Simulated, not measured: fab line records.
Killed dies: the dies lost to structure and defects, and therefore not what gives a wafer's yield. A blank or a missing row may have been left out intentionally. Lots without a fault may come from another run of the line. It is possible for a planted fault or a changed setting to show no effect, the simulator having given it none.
fab line records	flow n5Finfet
[record] lots = 7	wafers = 39
route steps=1938 shown DUMMY_GATE@237 SD_EPI_N@278 HKMG_FIN@386 GATE_CUT@477 MOL_CONTACT_COAG@584
startH: hours from the record's opening day to when the first of the lot's shown wafers began	waitH: how many hours have passed since the lot's step before this one	" identical to the entry in the row above	L1.1+2: a single row standing in for several wafers	- value missing, or start not given	* or withheld: withheld	< > ~ a bound
route shown NAME@n: a module of which the file shows steps, and the number in the route of the first	usual: mean/standard deviation of fault-free wafers	same: alike in all rows	chamber/n: place in a boat	sites: each site's reading	_std_site: standard deviation across them	_edge_site: the outer-site mean with the inner-site mean subtracted	radiusMm: for every site, how far away it sits from the centre of the wafer	mask NAME#n: copy n	behind: the tool/chamber that last shaped the wafer	hold: why the lot was held/for how many hours/how that ended	device: the transistor (n, p or np) that didn't switch	end of line: the route-end tests of the same wafers	where a step has no rows: the recipe by itself	killed: dies that structure and defects cost at the first sort, which is not the same as the wafer's yield	map: shows each die of a wafer: x if killed, . if not, _ if none is there
set.NAME: the setting as run; set.NAME@STEP: as run at that earlier step	model.NAME: the simulator's own value behind a step, which no gauge read
one table per step and one row per wafer, for lots whose settings were changed on purpose
[[steps]]
[step N5_DUMMY_GATE_ETCH_37]
[recipe] chemistry = N2/H2	target = SOC	targetDepthA = 600	overetchA = 300	tempC = 40	ionEnergyEv = 200	pressureMtorr = 30	sourceW = 840	biasW = 150	n2FlowSccm = 200	h2FlowSccm = 200
[usual] rfVppV = 523.8/2.2
lot.wafer	tool	chamber	startH	waitH	set.sourceW	rfVppV
L075.1	rieDiel-01	1	54.21	0.0	840	521.0
L075.2	"	3	"	"	840	522.6
L075.3	"	2	"	"	840	527.1
L075.4	"	0	"	"	773.2	539.2
L075.5	"	0	"	"	773.2	539.7
L075.6	"	3	"	"	773.2	534.6
L076.1	rieDiel-01	2	57.40	0.0	840	526.4
L076.2	"	1	"	"	897	510.8
L076.3	"	3	"	"	897	509.5
L076.4	"	0	"	"	897	512.1
L076.5	"	2	"	"	840	525.9
L076.6	"	1	"	"	840	521.7
L083.1	rieDiel-02	3	105.34	0.0	840	525.5
L083.2	"	1	"	"	840	522.0
L083.3	"	0	"	"	945.8	505.3
L083.4	"	2	"	"	840	523.5
L083.5	"	3	"	"	945.8	505.2
L083.6	"	2	"	"	945.8	502.8
L085.1	rieDiel-02	0	114.32	0.0	736.3	549.9
L085.2	"	3	"	"	840	525.6
L085.3	"	1	"	"	840	521.5
L085.4	"	2	"	"	840	525.0
L085.5	"	3	"	"	736.3	548.1
L085.6	"	0	"	"	736.3	550.0
L086.1	rieDiel-03	2	122.24	0.0	840	524.2
L086.2	"	0	"	"	840	526.8
L086.3	"	1	"	"	840	523.0
L086.4	"	3	"	"	840	520.1
L086.5	"	2	"	"	840	523.0
L086.6	"	1	"	"	840	524.0
L088.1	rieDiel-02	1	130.44	0.0	840	520.5
L088.2	"	0	"	"	840	526.1
L088.3	"	3	"	"	755	544.2
L088.4	"	2	"	"	755	541.4
L088.5	"	3	"	"	755	544.9
L088.6	"	2	"	"	840	524.6
L096.2	rieDiel-03	3	178.74	0.0	840	521.1
L096.3	"	1	"	"	840	521.3
L096.5	"	0	"	"	840	526.3
[step N5_DUMMY_GATE_ETCH_44]
[recipe] chemistry = HBr/O2	overEtchFrac = 0.7	targetDepthA = 1275	stopOn = SiO2	ionEnergyEv = 60	biasW = 20	target = poly-Si	maskMaterial = SiO2	pressureMtorr = 20	icpW = 400	HBr_flow_sccm = 120	O2_flow_sccm = 10
[usual] oesProductAu = 0.729/0.011
lot.wafer	tool	chamber	startH	waitH	set.targetDepthA	oesProductAu
L075.1	rieSi-06	2	54.82	0.0	1374	0.716
L075.2	"	0	"	"	1275	0.750
L075.3	"	1	"	"	1374	0.715
L075.4	"	3	"	"	1275	0.731
L075.5	"	0	"	"	1374	0.715
L075.6	"	3	"	"	1275	0.760
L076.1	rieSi-05	3	58.02	0.0	1275	0.736
L076.2	"	0	"	"	1275	0.747
L076.3	"	1	"	"	1275	0.736
L076.4	"	2	"	"	1275	0.719
L076.5	"	3	"	"	1275	0.736
L076.6	"	0	"	"	1275	0.752
L083.1	rieSi-06	3	105.96	0.0	1275	0.727
L083.2	"	0	"	"	1162	0.770
L083.3	"	2	"	"	1275	0.710
L083.4	"	1	"	"	1162	0.770
L083.5	"	1	"	"	1162	0.766
L083.6	"	2	"	"	1275	0.709
L085.1	rieSi-06	3	115.22	0.0	1275	0.732
L085.2	"	0	"	"	1275	0.726
L085.3	"	1	"	"	1275	0.731
L085.4	"	2	"	"	1275	0.714
L085.5	"	1	"	"	1275	0.724
L085.6	"	2	"	"	1275	0.710
L086.1	rieSi-03	0	122.86	0.0	1138	0.780
L086.2	"	1	"	"	1275	0.730
L086.3	"	2	"	"	1138	0.792
L086.4	"	3	"	"	1138	0.757
L086.5	"	3	"	"	1275	0.718
L086.6	"	0	"	"	1275	0.735
L088.1	rieSi-06	2	131.06	0.0	1415	0.693
L088.2	"	3	"	"	1275	0.739
L088.3	"	0	"	"	1415	0.701
L088.4	"	1	"	"	1275	0.737
L088.5	"	3	"	"	1275	0.737
L088.6	"	0	"	"	1415	0.691
L096.2	rieSi-03	2	179.35	0.0	1275	0.726
L096.3	"	0	"	"	1275	0.725
L096.5	"	2	"	"	1275	0.720
[step N5_SD_EPI_N_ETCH_45]
[recipe] chemistry = CH3F/O2	target = SiOCN	targetDepthA = 60	maskMaterial = SOC	ionEnergyEv = 60	biasW = 29	pressureMtorr = 15	sourceW = 410	Ar_flow_sccm = 150	CH3F_flow_sccm = 30	O2_flow_sccm = 20
lot.wafer	tool	chamber	startH	waitH	set.targetDepthA	model.etch.depthNm
L075.1	rieDiel-04	2	56.70	0.1	60	6.043
L075.2	"	3	"	"	53.98	5.481
L075.3	"	1	"	"	53.98	5.361
L075.4	"	0	"	"	60	5.971
L075.5	"	3	"	"	53.98	5.51
L075.6	"	0	"	"	60	5.97
L076.1	rieDiel-06	1	60.58	0.1	60	6.287
L076.2	"	0	"	"	60	6.117
L076.3	"	3	"	"	60	6.049
L076.4	"	0	"	"	60	6.078
L076.5	"	1	"	"	60	6.268
L076.6	"	3	"	"	60	6.052
L083.1	rieDiel-04	1	108.46	0.1	60	5.827
L083.2	"	3	"	"	60	6.103
L083.3	"	2	"	"	52.89	5.344
L083.4	"	0	"	"	52.89	5.235
L083.5	"	2	"	"	60	6.037
L083.6	"	1	"	"	52.89	5.104
L085.1	rieDiel-06	2	117.21	0.1	60	5.959
L085.2	"	1	"	"	60	6.262
L085.3	"	0	"	"	67.3	6.717
L085.4	"	3	"	"	67.3	6.7
L085.5	"	2	"	"	67.3	6.657
L085.6	"	1	"	"	60	6.259
L086.1	rieDiel-05	2	125.17	0.1	67.24	6.979
L086.2	"	3	"	"	60	5.944
L086.3	"	1	"	"	67.24	6.903
L086.4	"	0	"	"	60	6.01
L086.5	"	0	"	"	67.24	6.715
L086.6	"	1	"	"	60	6.137
L088.1	rieDiel-06	2	133.20	0.1	66.78	6.574
L088.2	"	0	"	"	60	6.048
L088.3	"	3	"	"	60	5.954
L088.4	"	1	"	"	66.78	6.984
L088.5	"	0	"	"	66.78	6.714
L088.6	"	1	"	"	60	6.277
L096.2	rieDiel-04	3	181.45	0.1	60	6
L096.3	"	0	"	"	60	6.007
L096.5	"	3	"	"	60	6.079
[step N5_HKMG_FIN_HK_ALD_01]
[recipe] material = HfO2	targetThkA = 16	tempC = withheld	aldPrecursorFamily = HfCl4	aldCoReactant = H2O	pulseTimeS = 3	purgeTimeS = 3	coReactantPurgeTimeS = 2.5	coReactantPulseTimeS = 0.3	aldCycles = 30
lot.wafer	tool	chamber	startH	waitH	set.aldCycles
L075.1+3+6	aldHk-02	2,1,0	76.60	0.0	32
L075.2+4+5	"	0,3,3	"	"	30
L076.1+2+3+4+5+6	aldHk-01	3,0,1,2,3,0	80.78	0.0	30
L083.1+2+3	aldHk-01	3,1,2	129.11	0.0	30
L083.4+5+6	"	0,1,0	"	"	27
L085.1+2+3+4+5+6	aldHk-03	1,2,0,3,2,1	137.11	0.0	30
L086.1+2+3+4+5+6	aldHk-02	1,0,2,3,1,0	145.78	0.0	30
L088.1+2+3+4+5+6	aldHk-01	3,2,0,1,2,3	152.85	0.1	30
L096.2+3+5	aldHk-03	2,0,2	204.10	0.0	30
[step N5_HKMG_FIN_HK_ANNEAL_02]
[recipe] tempC = 700	timeS = 30	ambient = N2	idleTempC = 600	rampUpCPerS = 150	rampDownCPerS = 60	coolToC = 600
[step N5_HKMG_FIN_ALD_74]
[recipe] material = La2O3	targetThkA = 5	tempC = 250	aldPrecursorFamily = La-Cp	aldCoReactant = O3	pulseTimeS = 6	coReactantPulseTimeS = 1	purgeTimeS = 3	coReactantPurgeTimeS = 3
[step N5_HKMG_FIN_WET_ETCH_82]
[recipe] chemistry = dHCl	mix = 1:10000	tempC = 25	target = La2O3	stopOn = HfO2	targetDepthNm = 2	dry = ipaMarangoni	rinseTimeS = 30	rinseTempC = 23
[step N5_HKMG_FIN_ALD_36]
[recipe] material = TiN	targetThkA = 10	tempC = 400	aldPrecursorFamily = TiCl4	aldCoReactant = NH3	pulseTimeS = 1	purgeTimeS = 3	coReactantPurgeTimeS = 2	coReactantPulseTimeS = 2	aldCycles = 47	pressureTorr = 3
[step N5_HKMG_FIN_THK_MEAS_70]
[recipe] thkMeasGauge = xrf	reads = HfO2_of_HKMG_FIN_HK_ALD_01
[usual] HK_THK = 1.589/0.022
lot.wafer	tool	chamber	startH	waitH	set.aldCycles@HKMG_FIN_HK_ALD_01	HK_THK[nm]
L075.1	filmMetro-02	-	80.17	0.2	32	1.675
L075.2	"	-	"	"	30	1.566
L075.3	"	-	"	"	32	1.651
L075.4	"	-	"	"	30	1.576
L075.5	"	-	"	"	30	1.602
L075.6	"	-	"	"	32	1.668
L076.1	filmMetro-02	-	84.14	0.2	30	1.578
L076.2	"	-	"	"	30	1.595
L076.3	"	-	"	"	30	1.617
L076.4	"	-	"	"	30	1.595
L076.5	"	-	"	"	30	1.588
L076.6	"	-	"	"	30	1.553
L083.1	filmMetro-02	-	136.38	0.2	30	1.629
L083.2	"	-	"	"	30	1.555
L083.3	"	-	"	"	30	1.616
L083.4	"	-	"	"	27	1.439
L083.5	"	-	"	"	27	1.432
L083.6	"	-	"	"	27	1.423
L085.1	filmMetro-01	-	140.76	0.2	30	1.585
L085.2	"	-	"	"	30	1.570
L085.3	"	-	"	"	30	1.577
L085.4	"	-	"	"	30	1.559
L085.5	"	-	"	"	30	1.582
L085.6	"	-	"	"	30	1.600
L086.1	filmMetro-02	-	149.22	0.2	30	1.606
L086.2	"	-	"	"	30	1.593
L086.3	"	-	"	"	30	1.603
L086.4	"	-	"	"	30	1.574
L086.5	"	-	"	"	30	1.577
L086.6	"	-	"	"	30	1.555
L088.1	filmMetro-02	-	156.61	0.2	30	1.589
L088.2	"	-	"	"	30	1.573
L088.3	"	-	"	"	30	1.628
L088.4	"	-	"	"	30	1.599
L088.5	"	-	"	"	30	1.617
L088.6	"	-	"	"	30	1.614
L096.2	filmMetro-02	-	208.40	0.2	30	1.565
L096.3	"	-	"	"	30	1.591
L096.5	"	-	"	"	30	1.563
[step N5_GATE_CUT_HM_DEP_46]
[recipe] material = SiO2	targetThkA = 1300	tempC = 400	precursor = TEOS/O2	pressureTorr = 6.5	rfW = 900	teosFlowSccm = 161.4	gas = O2	flowSccm = 2650	timeS = 26.6
lot.wafer	tool	chamber	startH	waitH	set.timeS	model.SiO2_of_GATE_CUT_HM_DEP_46.thkNm
L075.1	pecvd-01	0	88.84	0.0	25.3	120.8
L075.2+6	"	1,0	"	"	26.6	129.2
L075.3	"	0	"	"	25.3	124.8
L075.4	"	1	"	"	26.6	132
L075.5	"	1	"	"	25.3	124.4
L076.1+6	pecvd-04	1	92.74	0.0	26.6	130.2
L076.2	"	2	"	"	26.6	128.2
L076.3	"	0	"	"	24.48	119
L076.4	"	2	"	"	24.48	119.4
L076.5	"	0	"	"	24.48	121.6
L083.1+2	pecvd-04	1,2	146.38	0.0	26.6	130.4
L083.3	"	0	"	"	26.6	129.6
L083.4	"	0	"	"	26.6	131.4
L083.5	"	2	"	"	26.6	130.8
L083.6	"	1	"	"	26.6	133.4
L085.1	pecvd-01	2	149.38	0.0	24.85	119.8
L085.2+6	"	1,2	"	"	26.6	128.4
L085.3	"	0	"	"	24.85	119.4
L085.4	"	0	"	"	26.6	129.8
L085.5	"	1	"	"	24.85	122
L086.1	pecvd-04	0	158.27	0.0	26.6	126.8
L086.2	"	2	"	"	26.6	129.2
L086.3	"	1	"	"	26.6	129
L086.4	"	0	"	"	26.6	130.2
L086.5	"	1	"	"	26.6	132
L086.6	"	2	"	"	26.6	129.4
L088.1	pecvd-01	0	165.45	0.0	26.6	128
L088.2	"	1	"	"	26.6	128.8
L088.3+5	"	2	"	"	26.6	129.4
L088.4	"	1	"	"	26.6	130.2
L088.6	"	0	"	"	26.6	130
L096.2	pecvd-02	0	216.99	0.0	26.6	132.2
L096.3	"	1	"	"	26.6	133.6
L096.5	"	1	"	"	26.6	132.6
[step N5_GATE_CUT_COAT_34]
[recipe] resist = SOC	tempC = 250	timeS = 60	spinRpm = 1500	resistThkNm = 60
[step N5_GATE_CUT_COAT_35]
[recipe] resist = SiARC	tempC = 220	timeS = 60	spinRpm = 1500	resistThkNm = 10
[step N5_GATE_CUT_STRIP_38]
[recipe] chemistry = N2/H2	tempC = 40	n2FlowSccm = 200	h2FlowSccm = 200	rfFrequencyHz = 6e+07
[step N5_GATE_CUT_STRIP_39]
[recipe] chemistry = N2/H2	tempC = 40	n2FlowSccm = 200	h2FlowSccm = 200	rfFrequencyHz = 6e+07
[step N5_GATE_CUT_HM_OPEN_40]
[recipe] chemistry = C4F6/O2	target = SiO2	maskMaterial = SiARC	targetDepthA = 1390	timeS = 85.1	ionEnergyEv = 250	pressureMtorr = 30	sourceW = 345	biasW = 185	Ar_flow_sccm = 300	C4F6_flow_sccm = 10	O2_flow_sccm = 10	ends = cleared
lot.wafer	tool	chamber	startH	waitH	set.timeS@GATE_CUT_HM_DEP_46	model.etch.depthNm
L075.1	rieDiel-01	3	89.51	0.0	25.3	120.7
L075.2	"	2	"	"	26.6	129.1
L075.3	"	1	"	"	25.3	124.8
L075.4	"	0	"	"	26.6	132.1
L075.5	"	3	"	"	25.3	124.3
L075.6	"	2	"	"	26.6	129.2
L076.1	rieDiel-01	3	93.43	0.0	26.6	130.2
L076.2	"	1	"	"	26.6	128.2
L076.3	"	0	"	"	24.48	119.1
L076.4	"	2	"	"	24.48	119.5
L076.5	"	3	"	"	24.48	121.6
L076.6	"	2	"	"	26.6	130.3
L083.1	rieDiel-03	1	147.19	0.0	26.6	130.4
L083.2	"	0	"	"	26.6	130.5
L083.3	"	2	"	"	26.6	129.6
L083.4	"	1	"	"	26.6	131.4
L083.5	"	2	"	"	26.6	130.8
L083.6	"	0	"	"	26.6	133.5
L085.1	rieDiel-03	0	150.79	0.0	24.85	119.7
L085.2+6	"	1	"	"	26.6	128.4
L085.3	"	2	"	"	24.85	119.4
L085.4	"	3	"	"	26.6	129.8
L085.5	"	2	"	"	24.85	122
L086.1	rieDiel-03	3	158.89	0.0	26.6	126.8
L086.2+3	"	2,1	"	"	26.6	129.1
L086.4	"	0	"	"	26.6	130.1
L086.5	"	1	"	"	26.6	131.9
L086.6	"	0	"	"	26.6	129.3
L088.1	rieDiel-02	1	171.53	0.0	26.6	128
L088.2	"	2	"	"	26.6	128.9
L088.3+5	"	3,1	"	"	26.6	129.4
L088.4	"	2	"	"	26.6	130.3
L088.6	"	3	"	"	26.6	130
L096.2	rieDiel-03	1	217.78	0.0	26.6	132.2
L096.3	"	0	"	"	26.6	133.6
L096.5	"	2	"	"	26.6	132.7
[step N5_GATE_CUT_CUT_ETCH_54]
[recipe] chemistry = Cl2/BCl3	target = TiN	maskMaterial = SiO2	targetDepthA = 967	pressureMtorr = 10	icpW = 1000	biasW = 126	Cl2_flow_sccm = 53.25	bcl3FlowSccm = 21.75	Ar_flow_sccm = 25	ends = cleared
[usual] etchRfOnTimeS = 36.6/1.2
lot.wafer	tool	chamber	startH	waitH	set.icpW	etchRfOnTimeS
L075.1	rieMetal-01	0	89.80	0.0	929.4	37.6
L075.2	"	1	"	"	929.4	39.0
L075.3	"	1	"	"	929.4	39.3
L075.4	"	0	"	"	1000	35.2
L075.5	"	0	"	"	1000	34.9
L075.6	"	1	"	"	1000	36.7
L076.1	rieMetal-01	1	93.72	0.0	1000	36.7
L076.2	"	0	"	"	1161	30.7
L076.3	"	1	"	"	1000	36.5
L076.4	"	0	"	"	1161	30.7
L076.5	"	0	"	"	1000	34.7
L076.6	"	1	"	"	1161	32.3
L083.1	rieMetal-01	0	147.48	0.0	815.8	41.6
L083.2	"	1	"	"	1000	37.2
L083.3	"	1	"	"	1000	37.1
L083.4	"	0	"	"	815.8	41.7
L083.5	"	1	"	"	1000	37.0
L083.6	"	0	"	"	815.8	41.8
L085.1	rieMetal-01	1	151.08	0.0	865.9	42.0
L085.2	"	0	"	"	1000	34.8
L085.3	"	1	"	"	865.9	41.9
L085.4	"	0	"	"	865.9	39.5
L085.5	"	0	"	"	1000	34.6
L085.6	"	1	"	"	1000	37.0
L086.1	rieMetal-01	1	159.18	0.0	1000	37.1
L086.2	"	0	"	"	827.7	40.9
L086.3	"	0	"	"	827.7	40.9
L086.4	"	1	"	"	1000	36.5
L086.5	"	1	"	"	827.7	43.2
L086.6	"	0	"	"	1000	34.8
L088.1	rieMetal-02	1	171.88	0.1	1057	34.3
L088.2	"	1	"	"	1000	36.3
L088.3	"	1	"	"	1000	36.1
L088.4	"	1	"	"	1000	35.8
L088.5	"	1	"	"	1057	34.2
L088.6	"	1	"	"	1057	34.5
L096.2	rieMetal-01	1	218.07	0.0	1000	36.6
L096.3	"	0	"	"	1000	35.2
L096.5	"	1	"	"	1000	36.7
[step N5_GATE_CUT_CUT_ETCH_55]
[recipe] chemistry = BCl3	target = HfO2	maskMaterial = SiO2	targetDepthA = 32	ionEnergyEv = 30	pressureMtorr = 5	icpW = 450	biasW = 18	bcl3FlowSccm = 80
[step N5_GATE_CUT_ETCH_47]
[recipe] chemistry = Cl2/BCl3	target = SiO2	targetDepthA = 100	pressureMtorr = 10	icpW = 1000	biasW = 126	Cl2_flow_sccm = 53.25	bcl3FlowSccm = 21.75	Ar_flow_sccm = 25
[step N5_GATE_CUT_ALD_22]
[recipe] material = SiNx	targetThkA = 160	tempC = 400	aldPrecursorFamily = SiH2I2	aldCoReactant = N2/H2-plasma	pulseTimeS = 1	aldCycles = 320	purgeTimeS = 2	coReactantPurgeTimeS = 2	pressureTorr = 2
[step N5_GATE_CUT_CMP_23]
[recipe] stopOn = SiO2	tOverpolishS = 23.4	postCmpClean = alkalineBrush	downForcePsi = 2.5	platenRpm = 51.8	padVelocityMS = 1.0307	targetThkNm = 16
[step N5_GATE_CUT_THK_MEAS_24]
[recipe] reads = SiO2_of_GATE_CUT_HM_DEP_46+SiO2_flowable_of_ILD0_FCVD_FILL_01
[usual] GC_FILL_THK = 219.7/2.4
lot.wafer	tool	chamber	startH	waitH	set.timeS@GATE_CUT_HM_DEP_46	GC_FILL_THK[nm]
L075.1	filmMetro-01	-	92.01	-	25.3	209.3
L075.2	"	-	"	"	26.6	216.6
L075.3	"	-	"	"	25.3	213.0
L075.4	"	-	"	"	26.6	221.0
L075.5	"	-	"	"	25.3	212.0
L075.6	"	-	"	"	26.6	218.8
L076.1	filmMetro-01	-	95.89	-	26.6	219.6
L076.2	"	-	"	"	26.6	216.8
L076.3	"	-	"	"	24.48	208.6
L076.4	"	-	"	"	24.48	208.2
L076.5	"	-	"	"	24.48	211.1
L076.6	"	-	"	"	26.6	218.6
L083.1	filmMetro-02	-	150.04	-	26.6	218.9
L083.2	"	-	"	"	26.6	223.1
L083.3	"	-	"	"	26.6	219.9
L083.4	"	-	"	"	26.6	221.9
L083.5	"	-	"	"	26.6	220.4
L083.6	"	-	"	"	26.6	222.9
L085.1	filmMetro-02	-	153.25	-	24.85	208.9
L085.2	"	-	"	"	26.6	218.8
L085.3	"	-	"	"	24.85	208.6
L085.4	"	-	"	"	26.6	222.0
L085.5	"	-	"	"	24.85	213.0
L085.6	"	-	"	"	26.6	218.2
L086.1	filmMetro-01	-	161.58	-	26.6	215.6
L086.2	"	-	"	"	26.6	216.9
L086.3	"	-	"	"	26.6	218.5
L086.4	"	-	"	"	26.6	219.0
L086.5	"	-	"	"	26.6	221.4
L086.6	"	-	"	"	26.6	215.9
L088.1	filmMetro-01	-	174.30	-	26.6	216.9
L088.2	"	-	"	"	26.6	218.4
L088.3	"	-	"	"	26.6	218.4
L088.4	"	-	"	"	26.6	219.1
L088.5	"	-	"	"	26.6	219.1
L088.6	"	-	"	"	26.6	219.0
L096.2	filmMetro-01	-	220.25	-	26.6	222.6
L096.3	"	-	"	"	26.6	225.8
L096.5	"	-	"	"	26.6	221.0
[step N5_GATE_CUT_CMP_43]
[recipe] material = SiO2	postCmpClean = rinseOnly
lot.wafer	tool	chamber	startH	waitH	set.timeS@GATE_CUT_HM_DEP_46	model.SiO2_of_GATE_CUT_HM_DEP_46.thkNm
L075.4+2+6	cmp-02	1,0,1	92.04	0.0	26.6	5
L075.3+5	"	2	"	"	25.3	4.8
L075.1	"	3	"	"	25.3	4.6
L076.2	cmp-01	1	95.93	0.0	26.6	4.8
L076.4+3	"	2,3	"	"	24.48	4.4
L076.1+6	"	0,1	"	"	26.6	5
L076.5	"	2	"	"	24.48	4.6
L083.4+1+3+2+5	cmp-02	1,2,3,0,1	150.07	0.0	26.6	5
L083.6	"	2	"	"	26.6	5.2
L085.3	cmp-02	1	153.28	0.0	24.85	4.4
L085.2+4+6	"	2,3,2	"	"	26.6	5
L085.1+5	"	0,1	"	"	24.85	4.6
L086.1	cmp-02	3	161.61	0.0	26.6	4.8
L086.2+4+3+5+6	"	0,1,2,3,0	"	"	26.6	5
L088.1+3+4+2+5+6	cmp-01	0,1,2,3,0,1	174.33	0.0	26.6	5
L096.3+2+5	cmp-03	3,2,0	220.28	0.0	26.6	5.2
[step N5_MOL_CONTACT_COAG_ETCHBACK_135]
[recipe] chemistry = CHF3	target = SiO2	targetDepthA = 250	timeS = 16.7	ionEnergyEv = 200	pressureMtorr = 30	sourceW = 610	biasW = 170	Ar_flow_sccm = 200	CHF3_flow_sccm = 50
lot.wafer	tool	chamber	startH	waitH	set.timeS	model.SOC_of_MOL_CONTACT_COAG_COAT_75.thkNm
L075.1+2+6	rieDiel-06	1,3,3	102.68	0.0	16.7	57.2
L075.3	"	0	"	"	14.41	57.4
L075.4+5	"	2	"	"	14.41	57.8
L076.1+2+3+4+5+6	rieDiel-06	1,0,2,3,2,1	106.33	0.0	16.7	57.4
L083.1+2	rieDiel-06	1,3	161.95	0.0	16.7	57.4
L083.3+4+5+6	"	0,1,3,0	"	"	16.7	57.6
L085.1+2+6	rieDiel-04	0,2,3	162.59	0.0	16.7	57.4
L085.3	"	1	"	"	19.91	56.8
L085.4+5	"	3,2	"	"	19.91	56.6
L086.1	rieDiel-04	0	174.94	0.0	14.67	57.6
L086.2	"	2	"	"	16.7	57.2
L086.3+4	"	3,1	"	"	14.67	57.8
L086.5+6	"	1,2	"	"	16.7	57.6
L088.1+6	rieDiel-06	1,3	186.03	0.0	16.7	57.6
L088.2	"	0	"	"	16.7	57.8
L088.3	"	3	"	"	19.71	57.2
L088.4	"	2	"	"	19.71	57
L088.5	"	0	"	"	19.71	57.4
L096.2	rieDiel-06	1	233.05	0.0	16.7	57.4
L096.3	"	0	"	"	16.7	57.6
L096.5	"	0	"	"	16.7	57.8
[[key]]
[split] step = N5_DUMMY_GATE_ETCH_37	setting = sourceW	stated = 840	by = wafer
[response] step = N5_DUMMY_GATE_ETCH_37	reading = rfVppV	change = -1.84	per = 1%	r = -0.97
[split] step = N5_DUMMY_GATE_ETCH_44	setting = targetDepthA	stated = 1275	by = wafer
[response] step = N5_DUMMY_GATE_ETCH_44	reading = oesProductAu	change = -0.00455	per = 1%	r = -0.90
[split] step = N5_SD_EPI_N_ETCH_45	setting = targetDepthA	stated = 60	by = wafer
[response] step = N5_SD_EPI_N_ETCH_45	reading = model.etch.depthNm	change = +0.0582	per = 1%	r = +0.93
[split] step = N5_HKMG_FIN_HK_ALD_01	setting = aldCycles	stated = 30	by = wafer
[response] step = N5_HKMG_FIN_THK_MEAS_70	reading = HK_THK	change = +0.0155	per = 1%	r = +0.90
[split] step = N5_GATE_CUT_HM_DEP_46	setting = timeS	stated = 26.6	by = wafer
[response] step = N5_GATE_CUT_HM_DEP_46	reading = model.SiO2_of_GATE_CUT_HM_DEP_46.thkNm	change = +1.26	per = 1%	r = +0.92
[response] step = N5_GATE_CUT_HM_OPEN_40	reading = model.etch.depthNm	change = +1.26	per = 1%	r = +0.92
[response] step = N5_GATE_CUT_THK_MEAS_24	reading = GC_FILL_THK	change = +1.31	per = 1%	r = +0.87
[response] step = N5_GATE_CUT_CMP_43	reading = model.SiO2_of_GATE_CUT_HM_DEP_46.thkNm	change = +0.0619	per = 1%	r = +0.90
[split] step = N5_GATE_CUT_CUT_ETCH_54	setting = icpW	stated = 1000	by = wafer
[response] step = N5_GATE_CUT_CUT_ETCH_54	reading = etchRfOnTimeS	change = *	per = 1%	r = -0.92
[split] step = N5_MOL_CONTACT_COAG_ETCHBACK_135	setting = timeS	stated = 16.7	by = wafer
[response] step = N5_MOL_CONTACT_COAG_ETCHBACK_135	reading = model.SOC_of_MOL_CONTACT_COAG_COAT_75.thkNm	change = -0.0312	per = 1%	r = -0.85
